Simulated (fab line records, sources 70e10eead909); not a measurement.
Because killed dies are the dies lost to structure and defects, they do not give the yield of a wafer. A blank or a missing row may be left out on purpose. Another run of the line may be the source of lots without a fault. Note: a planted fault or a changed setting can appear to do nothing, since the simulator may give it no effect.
The tool behind it: which one?    flow nandHarc    Sampling: 24 lots, 72 wafers, 4 of 1302 route steps

WHAT EACH GAUGE READ, for each wafer
NHARC_A_CONTACT_INSPECT_71.
lot   measured      on                rawDefectCount
L074  day 21 16:54  defectInspect-02  97 115 124
L077  day 22 08:00  defectInspect-02  22 23 18
L076  day 22 11:46  defectInspect-02  99 95 108
L075  day 22 18:07  defectInspect-02  101 92 91
L078  day 23 08:35  defectInspect-01  91 75 71
L079  day 23 12:19  defectInspect-02  161 148 142
L081  day 24 03:35  defectInspect-01  113 135 113
L080  day 24 05:16  defectInspect-02  77 72 65
L083  day 25 01:34  defectInspect-02  126 147 119
L082  day 25 01:43  defectInspect-01  66 64 75
L084  day 26 01:24  defectInspect-02  119 109 125
L085  day 26 01:41  defectInspect-02  41 40 46
L086  day 27 00:44  defectInspect-02  64 70 71
L087  day 27 07:44  defectInspect-01  106 106 113
L089  day 28 00:03  defectInspect-01  148 140 137
L088  day 28 01:48  defectInspect-01  19 14 19
L091  day 28 10:32  defectInspect-01  99 94 104
L092  day 28 11:14  defectInspect-02  97 109 115
L090  day 28 13:09  defectInspect-01  74 68 57
L093  day 29 18:02  defectInspect-02  175 138 149
L094  day 30 00:00  defectInspect-02  140 111 129
L095  day 30 09:41  defectInspect-02  28 34 27
L097  day 31 13:06  defectInspect-02  54 60 61
L096  day 31 13:15  defectInspect-01  98 87 85

NHARC_A_CONTACT_INSPECT_10.
lot   measured      on                rawDefectCount
L074  day 22 04:21  defectInspect-01  96 111 126
L077  day 22 19:20  defectInspect-02  20 25 20
L076  day 22 22:50  defectInspect-02  101 97 113
L075  day 23 03:17  defectInspect-01  97 100 95
L078  day 23 18:45  defectInspect-01  88 78 67
L079  day 23 20:35  defectInspect-02  161 151 148
L081  day 24 16:20  defectInspect-01  114 135 115
L080  day 24 16:57  defectInspect-01  77 74 64
L083  day 25 09:44  defectInspect-02  131 158 124
L082  day 25 10:11  defectInspect-01  66 61 72
L084  day 26 09:11  defectInspect-01  114 108 122
L085  day 26 12:25  defectInspect-01  39 42 39
L086  day 27 11:56  defectInspect-01  63 74 72
L087  day 27 16:15  defectInspect-01  102 113 116
L089  day 28 12:56  defectInspect-02  155 143 135
L088  day 28 16:39  defectInspect-01  17 17 20
L091  day 28 20:05  defectInspect-02  95 95 100
L092  day 28 21:14  defectInspect-01  98 112 117
L090  day 28 23:46  defectInspect-02  73 67 60
L093  day 30 03:07  defectInspect-01  180 143 148
L094  day 30 08:41  defectInspect-01  132 115 131
L095  day 30 17:28  defectInspect-01  32 42 33
L097  day 31 23:06  defectInspect-02  56 62 62
L096  day 32 00:07  defectInspect-02  102 90 89

EACH LOT AND THE TOOL THAT RAN IT (in order: tool; ch and the chambers of the sampled wafers; start)
lot   NHARC_A_CONTACT_ETCH_130            NHARC_A_CONTACT_ETCH_97
L074  harCapEtch-02 ch 0,1, day 21 20:15  rieDiel-13 ch 0,1,3, day 22 04:21 or earlier
L077  harCapEtch-02 ch 0,1, day 22 11:01  rieDiel-13 ch 1,2,3, day 22 19:20 or earlier
L076  harCapEtch-01 ch 0,1, day 22 14:32  rieDiel-08 ch 0,2, day 22 22:50 or earlier
L075  harCapEtch-02 ch 0,1, day 22 20:50  rieDiel-04 ch 2,3, day 23 03:17 or earlier
L078  harCapEtch-01 ch 0,1, day 23 11:35  rieDiel-08 ch 0,1, day 23 18:45 or earlier
L079  harCapEtch-03 ch 0,1, day 23 15:04  rieDiel-13 ch 0,1,3, day 23 20:35 or earlier
L081  harCapEtch-01 ch 0,1, day 24 06:16  rieDiel-13 ch 0,2,3, day 24 16:20 or earlier
L080  harCapEtch-02 ch 0,1, day 24 08:44  rieDiel-13 ch 2,3, day 24 16:57 or earlier
L083  harCapEtch-02 ch 0,1, day 25 04:35  rieDiel-13 ch 1,2,3, day 25 09:44 or earlier
L082  harCapEtch-03 ch 0,1, day 25 04:51  rieDiel-08 ch 1,2, day 25 10:11 or earlier
L084  harCapEtch-02 ch 0,1, day 26 04:07  rieDiel-13 ch 1,3, day 26 09:11 or earlier
L085  harCapEtch-01 ch 0,1, day 26 05:19  rieDiel-04 ch 2,3, day 26 12:25 or earlier
L086  harCapEtch-02 ch 0,1, day 27 03:28  rieDiel-04 ch 0,1,3, day 27 11:56 or earlier
L087  harCapEtch-01 ch 0,1, day 27 10:26  rieDiel-04 ch 0,2,3, day 27 16:15 or earlier
L089  harCapEtch-02 ch 0, day 28 02:46    rieDiel-13 ch 0,2, day 28 12:56 or earlier
L088  harCapEtch-01 ch 0, day 28 04:31    rieDiel-08 ch 2,3, day 28 16:39 or earlier
L091  harCapEtch-03 ch 0, day 28 13:14    rieDiel-08 ch 1,3, day 28 20:05 or earlier
L092  harCapEtch-02 ch 0,1, day 28 13:59  rieDiel-13 ch 0,1, day 28 21:14 or earlier
L090  harCapEtch-03 ch 0,1, day 28 16:14  rieDiel-04 ch 2,3, day 28 23:46 or earlier
L093  harCapEtch-02 ch 0,1, day 29 21:08  rieDiel-13 ch 0,1,2, day 30 03:07 or earlier
L094  harCapEtch-03 ch 0,1, day 30 03:37  rieDiel-04 ch 0,1,2, day 30 08:41 or earlier
L095  harCapEtch-03 ch 0,1, day 30 12:25  rieDiel-04 ch 0,1,3, day 30 17:28 or earlier
L097  harCapEtch-03 ch 0,1, day 31 15:52  rieDiel-13 ch 0,1,3, day 31 23:06 or earlier
L096  harCapEtch-02 ch 0,1, day 31 16:01  rieDiel-13 ch 0,1, day 32 00:07 or earlier
- NHARC_A_CONTACT_ETCH_130: etches the open film in C4F8/O2/Ar, time 197 s, target depth 1918 nm.
- NHARC_A_CONTACT_ETCH_97: etches the open film in C4F6/O2, target depth 20 nm, time 10 s.

AS READ BY THE TOOLS THEMSELVES (means over the sampled wafers that have a number; for cases with no such wafer, the mark the record gives instead)
NHARC_A_CONTACT_ETCH_97.
lot   tool        drypumpMotorCurrentA (A)  oesProductAu (a.u.)  rfVppV (V)  showerheadPlenumPTorr (Torr)  throttleValvePct (%)
L074  rieDiel-13  5.8                       0.938                548.5       3.99                          26.910
L077  rieDiel-13  5.4                       0.986                547.7       3.95                          26.905
L076  rieDiel-08  5.8                       0.964                547.3       3.93                          26.903
L075  rieDiel-04  5.8                       0.960                543.7       3.76                          26.906
L078  rieDiel-08  6.1                       0.946                548.7       4.01                          26.909
L079  rieDiel-13  5.9                       0.949                547.3       3.99                          26.904
L081  rieDiel-13  5.4                       0.955                547.6       3.96                          26.905
L080  rieDiel-13  5.2                       0.928                548.5       4.00                          26.906
L083  rieDiel-13  5.4                       0.950                547.4       3.94                          26.912
L082  rieDiel-08  5.8                       0.939                549.9       4.07                          26.904
L084  rieDiel-13  5.8                       0.980                547.4       3.96                          26.897
L085  rieDiel-04  6.0                       1.007                545.7       3.83                          26.905
L086  rieDiel-04  6.1                       0.960                548.8       3.98                          26.903
L087  rieDiel-04  6.0                       0.950                546.8       3.91                          26.901
L089  rieDiel-13  5.7                       0.947                546.5       3.90                          26.898
L088  rieDiel-08  5.7                       0.950                548.1       3.98                          26.902
L091  rieDiel-08  5.9                       0.949                551.2       4.14                          26.901
L092  rieDiel-13  6.1                       0.941                547.2       3.92                          26.912
L090  rieDiel-04  5.9                       0.945                545.4       3.82                          26.908
L093  rieDiel-13  5.7                       0.948                546.4       3.88                          26.897
L094  rieDiel-04  5.9                       0.956                545.7       3.88                          26.906
L095  rieDiel-04  6.1                       0.957                548.2       3.96                          26.902
L097  rieDiel-13  5.8                       0.948                548.3       3.97                          26.899
L096  rieDiel-13  6.1                       0.933                545.9       3.91                          26.901

THE ANSWER, worked out from the rows above alone
Rule: the lots themselves supply what counts as usual. The widest of any qualifying gaps counts: lots, ordered by their means at a reading, are off when they make up no more than a third of the lots, leave a main group of 4 or more, and stand apart from it by 3 or more times the standard deviation of that group's means. Not used: any main group whose means are identical at the precision the tables above print for the reading. Also off: a lot with no number at a reading for which 4 or more lots have one. The other lots that the step has rows for count as sound. After the gauges, taken in route order, come the tools' own readings; for these a lot's mean is taken, as printed above. The first step at which some lot is off is used, and at that step the reading that is off furthest; a lot without a number counts as furthest.
None of the lots is off at any reading shown; this tells nothing.

WHAT THE SIMULATOR PUT IN
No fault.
